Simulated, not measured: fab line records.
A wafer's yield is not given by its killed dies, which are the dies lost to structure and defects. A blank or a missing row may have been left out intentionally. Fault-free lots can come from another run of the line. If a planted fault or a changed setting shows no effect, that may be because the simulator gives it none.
A struck lot beside a sound one + flow n5 finfet + 40 out of 1938 route steps
Sound: wafers L891.2, L891.3, L891.5. Wafers struck: L901.1, L901.2, L901.6. The cause is named last.
Per side, at each step with rows, come the tool, then ch with its chambers, and then its first start. Under that, the readings that differ: sound wafers + struck wafers + difference of the means + sigmas: that difference in standard deviations of wafers without a fault.
alike: readings with means less than 2 such deviations apart, plus words and numbers identical on both sides. not compared: withheld readings, readings lacking a value on some wafer, bounds such as >300 that could conceal the same value, and numbers that have no deviation in the record and whose values overlap.
Wherever a step has rows on one side only, a row that says differs or no value, or a row with sigmas, the two part there. Non-overlapping numbers with no deviation appear without sigmas and do not part them. A reading that every wafer of one side lacks parts them only if that side has two wafers or more.

first, 12 steps without rows for these wafers: N5_HKMG_FIN_ETCH_54 (etches SiARC in CF4, target depth 45.5 nm, time 75.8 s); N5_HKMG_FIN_ETCH_55 (etches SOC in N2/H2, target depth 240 nm, time 300 s); N5_HKMG_FIN_STRIP_56 (strips in N2/H2); N5_HKMG_FIN_STRIP_57 (strips in CF4); N5_HKMG_FIN_ETCH_58 (etches SOC in N2/H2, target depth 215.8 nm, time 741 s); N5_HKMG_FIN_STRIP_93 (strips SOC in N2/H2, time 20 s); N5_HKMG_FIN_WET_ETCH_76 (etches Al2O3 in dNH4OH, stops on La2O3, target depth 2.25 nm, rinse time 30 s); N5_HKMG_FIN_STRIP_60 (strips in N2/H2, time 360 s); N5_HKMG_FIN_WET_ETCH_77 (etches La2O3 in dHCl, stops on HfO2, target depth 2 nm); N5_HKMG_FIN_WET_ETCH_78 (etches Al2O3 in dNH4OH, stops on La2O3, target depth 4.5 nm, rinse time 30 s); N5_HKMG_FIN_ALD_79 (deposits TiN, target thk 1.5 nm, pulse time 1 s, purge time 3 s); N5_HKMG_FIN_CVD_62 (deposits a-Si from Si2H6, target thk 3 nm, time 20.8 s).
N5_HKMG_FIN_RTA_80: time 2 s.
  sound on rtp anneal-02 ch 0, day 6 07:22; struck on rtp anneal-02 ch 0, day 8 13:59
then, 25 steps without rows for these wafers: N5_HKMG_FIN_PRECLEAN_64 (cleans in dHF, time 30 s); N5_HKMG_FIN_WET_ETCH_65 (etches a-Si in TMAH, stops on TiN, time 49 s, target depth 3 nm); N5_HKMG_FIN_WET_ETCH_81 (etches TiN in SC1, stops on HfO2, time 57 s, target depth 6 nm); N5_HKMG_FIN_WET_ETCH_82 (etches La2O3 in dHCl, stops on HfO2, target depth 2 nm, rinse time 30 s); N5_HKMG_FIN_ALD_36 (deposits TiN, target thk 1 nm, pulse time 1 s, purge time 3 s); N5_HKMG_FIN_PWFM_ALD_03 (deposits TiN, target thk 2 nm, pulse time 1 s, purge time 3 s); N5_HKMG_FIN_COAT_29 (time 60 s, resist thk 300 nm); N5_HKMG_FIN_COAT_30 (time 60 s, resist thk 35 nm); N5_HKMG_FIN_COAT_06 (resist thk 90 nm); N5_HKMG_FIN_EBR_08; N5_HKMG_FIN_SOFTBAKE_07 (time 60 s); N5_HKMG_FIN_EXPOSE_09 (exposes mask NWFM); N5_HKMG_FIN_PEB_10 (peb time 60 s); N5_HKMG_FIN_DEVELOP_11 (develop time 30 s); N5_HKMG_FIN_DESCUM_17 (chemistry O2, time 7.9 s); N5_HKMG_FIN_ETCH_31 (etches SiARC in CF4, target depth 45.5 nm, time 75.8 s); N5_HKMG_FIN_ETCH_32 (etches SOC in N2/H2, target depth 240 nm, time 300 s); N5_HKMG_FIN_STRIP_33 (strips in N2/H2); N5_HKMG_FIN_STRIP_34 (strips in CF4); N5_HKMG_FIN_ETCH_35 (etches SOC in N2/H2, target depth 215.8 nm, time 243.4 s); N5_HKMG_FIN_STRIP_92 (strips SOC in N2/H2, time 20 s); N5_HKMG_FIN_WET_ETCH_18 (etches TiN in SC1, time 55 s, target depth 5.2 nm, rinse time 30 s); N5_HKMG_FIN_STRIP_19 (strips in N2/H2, time 360 s); N5_HKMG_FIN_ALD_91 (deposits TiN, target thk 1 nm, pulse time 1 s, purge time 3 s); N5_HKMG_FIN_COAT_85 (time 60 s, resist thk 300 nm).
-- a jump in the record: the struck wafers' starts before and after are 4 days apart (it breaks off in module HKMG_FIN and resumes in module BEOL_M4, where the first step shown is number 1111 of the route) --
N5_BEOL_M4_RC_MEAS_101:
  sound on prober-02 ch 0, day 10 08:44; struck on prober-02 ch 0, day 12 22:25
| reading             | sound                   | struck                  | difference | sigmas |
|---------------------|-------------------------|-------------------------|------------|--------|
| IOFF_P (nA/um)      | 0.22 0.17 0.24          | 0.13 0.14 0.11          | -0.08      | -3     |
| IOFF_P_LONG (nA/um) | 9.6e-05 9.6e-05 9.7e-05 | 7.3e-05 7.7e-05 7.5e-05 | -2.1e-05   | -3     |
| ION_N (uA/um)       | 686 661 693             | 654 653 643             | -30        | -2     |
| ION_P (uA/um)       | 463 459 465             | 439 443 429             | -25        | -3     |
| VT_P (mV)           | -253 -255 -251          | -263 -260 -266          | -10        | -3     |
| VT_P_LONG (mV)      | -277.4 -277.1 -276.9    | -288.0 -289.3 -289.7    | -11.9      | -5     |
  alike: DIBL_N, DIBL_P, IOFF_N, SS_N, SS_P, VT_N, VT_N_LVT
-- the record jumps here: 4 days lie between the struck wafers' starts before and after (it left off in module BEOL_M4 and takes up again in module PASSIVATION, whose first step shown is number 1936 of the route) --
N5_PASSIVATION_PROBE_49:
  struck on prober-01, day 17 07:59; sound on prober-01, day 14 12:18
| reading              | sound          | struck          | difference | sigmas      |
|----------------------|----------------|-----------------|------------|-------------|
| sort_bin_8_speed (%) | 0 0 0          | 0.76 0.08 19.41 | +6.75      | +99 or more |
| sort n pass          | 1094 1080 1092 | 1076 1094 847   | -83        | -6          |
| sort yield pct (%)   | 92.7 91.5 92.5 | 91.2 92.7 71.8  | -7.0       | -6          |
  alike: defect limited yield, killed_at_M0_to_M3, killed_at_M4_up, killed at contacts, killed at front end, killed at other, killed dies, killed open, killed short, sort_bin_5_function, sort_bin_6_memory

WHERE THEY PART
Earliest at N5_BEOL_M4_RC_MEAS_101; latest, in this record, at N5_PASSIVATION_PROBE_49.

WHY: what the simulator had put in
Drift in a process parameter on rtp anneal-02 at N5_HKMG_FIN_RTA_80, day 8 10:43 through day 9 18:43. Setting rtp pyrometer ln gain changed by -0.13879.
